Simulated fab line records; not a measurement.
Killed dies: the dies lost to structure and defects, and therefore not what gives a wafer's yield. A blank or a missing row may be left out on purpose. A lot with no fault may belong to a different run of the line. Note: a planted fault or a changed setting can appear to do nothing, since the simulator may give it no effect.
Split-lot trial || flow n5 finfet || on a route of 1938 steps: 7 lots, 21 wafers read

== ABOUT THE SPLIT ==
At N5_PASSIVATION_PASS_ETCH_47 (etches SiNx in CF4/O2, target depth 770 nm, time 385 s), the setting time s was moved away from the recipe's 385 s on 9 of the 21 wafers read, by -17.3% to +20.6%. All remaining wafers had this setting at the recipe value.

The split's own step is where the reading is taken.

== THE READING ==
etch.depth nm (the simulator's own value, which no gauge read), in nm, at N5_PASSIVATION_PASS_ETCH_47 (etches SiNx in CF4/O2, target depth 770 nm, time 385 s). There is no usual value for it anywhere in the file. Here, 12 wafers ran the recipe; their average is 752.2 nm with a standard deviation of 11 nm.

{"wafer": "L074.3", "tool, chamber at the split": "rie diel-01, 0", "time s as run, s": 385, "against the recipe": "recipe", "etch.depth nm, nm": 739.5, "against lot-mates on the recipe": "-"}
{"wafer": "L074.4", "tool, chamber at the split": "rie diel-01, 1", "time s as run, s": 464.4, "against the recipe": "+20.6%", "etch.depth nm, nm": 932.3, "against lot-mates on the recipe": "+192.8"}
{"wafer": "L074.6", "tool, chamber at the split": "rie diel-01, 2", "time s as run, s": 464.4, "against the recipe": "+20.6%", "etch.depth nm, nm": 910.6, "against lot-mates on the recipe": "+171.1"}
{"wafer": "L076.2", "tool, chamber at the split": "rie diel-04, 1", "time s as run, s": 385, "against the recipe": "recipe", "etch.depth nm, nm": 748.1, "against lot-mates on the recipe": "-"}
{"wafer": "L076.3", "tool, chamber at the split": "rie diel-04, 2", "time s as run, s": 385, "against the recipe": "recipe", "etch.depth nm, nm": 747.3, "against lot-mates on the recipe": "-"}
{"wafer": "L076.6", "tool, chamber at the split": "rie diel-04, 2", "time s as run, s": 385, "against the recipe": "recipe", "etch.depth nm, nm": 761.3, "against lot-mates on the recipe": "-"}
{"wafer": "L077.2", "tool, chamber at the split": "rie diel-04, 3", "time s as run, s": 406.9, "against the recipe": "+5.7%", "etch.depth nm, nm": 799.4, "against lot-mates on the recipe": "+55.6"}
{"wafer": "L077.3", "tool, chamber at the split": "rie diel-04, 2", "time s as run, s": 406.9, "against the recipe": "+5.7%", "etch.depth nm, nm": 792.6, "against lot-mates on the recipe": "+48.8"}
{"wafer": "L077.4", "tool, chamber at the split": "rie diel-04, 1", "time s as run, s": 385, "against the recipe": "recipe", "etch.depth nm, nm": 743.8, "against lot-mates on the recipe": "-"}
{"wafer": "L078.1", "tool, chamber at the split": "rie diel-03, 0", "time s as run, s": 337.5, "against the recipe": "-12.3%", "etch.depth nm, nm": 658.4, "against lot-mates on the recipe": -90.6}
{"wafer": "L078.2", "tool, chamber at the split": "rie diel-03, 2", "time s as run, s": 337.5, "against the recipe": "-12.3%", "etch.depth nm, nm": 663.2, "against lot-mates on the recipe": -85.8}
{"wafer": "L078.5", "tool, chamber at the split": "rie diel-03, 1", "time s as run, s": 385, "against the recipe": "recipe", "etch.depth nm, nm": 749, "against lot-mates on the recipe": "-"}
{"wafer": "L079.1", "tool, chamber at the split": "rie diel-04, 1", "time s as run, s": 327.5, "against the recipe": "-14.9%", "etch.depth nm, nm": 631, "against lot-mates on the recipe": -119.0}
{"wafer": "L079.3", "tool, chamber at the split": "rie diel-04, 3", "time s as run, s": 327.5, "against the recipe": "-14.9%", "etch.depth nm, nm": 644.5, "against lot-mates on the recipe": -105.5}
{"wafer": "L079.5", "tool, chamber at the split": "rie diel-04, 0", "time s as run, s": 385, "against the recipe": "recipe", "etch.depth nm, nm": 750, "against lot-mates on the recipe": "-"}
{"wafer": "L096.1", "tool, chamber at the split": "rie diel-04, 0", "time s as run, s": 385, "against the recipe": "recipe", "etch.depth nm, nm": 739.7, "against lot-mates on the recipe": "-"}
{"wafer": "L096.3", "tool, chamber at the split": "rie diel-04, 3", "time s as run, s": 385, "against the recipe": "recipe", "etch.depth nm, nm": 747.9, "against lot-mates on the recipe": "-"}
{"wafer": "L096.6", "tool, chamber at the split": "rie diel-04, 0", "time s as run, s": 318.3, "against the recipe": "-17.3%", "etch.depth nm, nm": 613.8, "against lot-mates on the recipe": -130.0}
{"wafer": "L097.1", "tool, chamber at the split": "rie diel-03, 3", "time s as run, s": 385, "against the recipe": "recipe", "etch.depth nm, nm": 773.8, "against lot-mates on the recipe": "-"}
{"wafer": "L097.2", "tool, chamber at the split": "rie diel-03, 2", "time s as run, s": 385, "against the recipe": "recipe", "etch.depth nm, nm": 755.4, "against lot-mates on the recipe": "-"}
{"wafer": "L097.6", "tool, chamber at the split": "rie diel-03, 3", "time s as run, s": 385, "against the recipe": "recipe", "etch.depth nm, nm": 770.6, "against lot-mates on the recipe": "-"}

FIT RESULTS
A straight line over all 21 wafers: etch.depth nm changes by +7.92 nm for each +1% of time s; r = +0.99; the points scatter about the line by 9.9 nm.
The same after taking each lot's own level away (the mean of its wafers on the recipe; 21 wafers): +8.12 nm for each +1%; r = +0.99; scatter 8.4 nm.
Per that fit: largest time s move, reading shift of 1.7e+02 nm.
The lots' own levels span 739.50 to 766.60 nm, that is 2.5 times the standard deviation above.
So the lot-to-lot level changes the slope little: the two slopes agree.
Check: for one of the wafers moved furthest among these (+20.6%), held out of the fit, the line's prediction against its lot-mates is +164 nm. Against them it came out at +193 nm.

== THESE WAFERS: OTHER SPLITS ==
Note: prior to the reading, these wafers also went through further splits. Each is held against what the fit with the lots' levels taken away leaves over:
{"other split on the same wafers": "N5_BEOL_M15_TRENCH_ETCH_34 time s", "wafers away from the commonest value": 7, "r with etch.depth nm (lot level and that fit taken away)": -0.06}
{"other split on the same wafers": "N5_PASSIVATION_PECVD_00 time s", "wafers away from the commonest value": 7, "r with etch.depth nm (lot level and that fit taken away)": "+0.01"}

== FILE'S OWN FIT ==
etch.depth nm changes by +8 nm for each +1% of time s, r = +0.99.
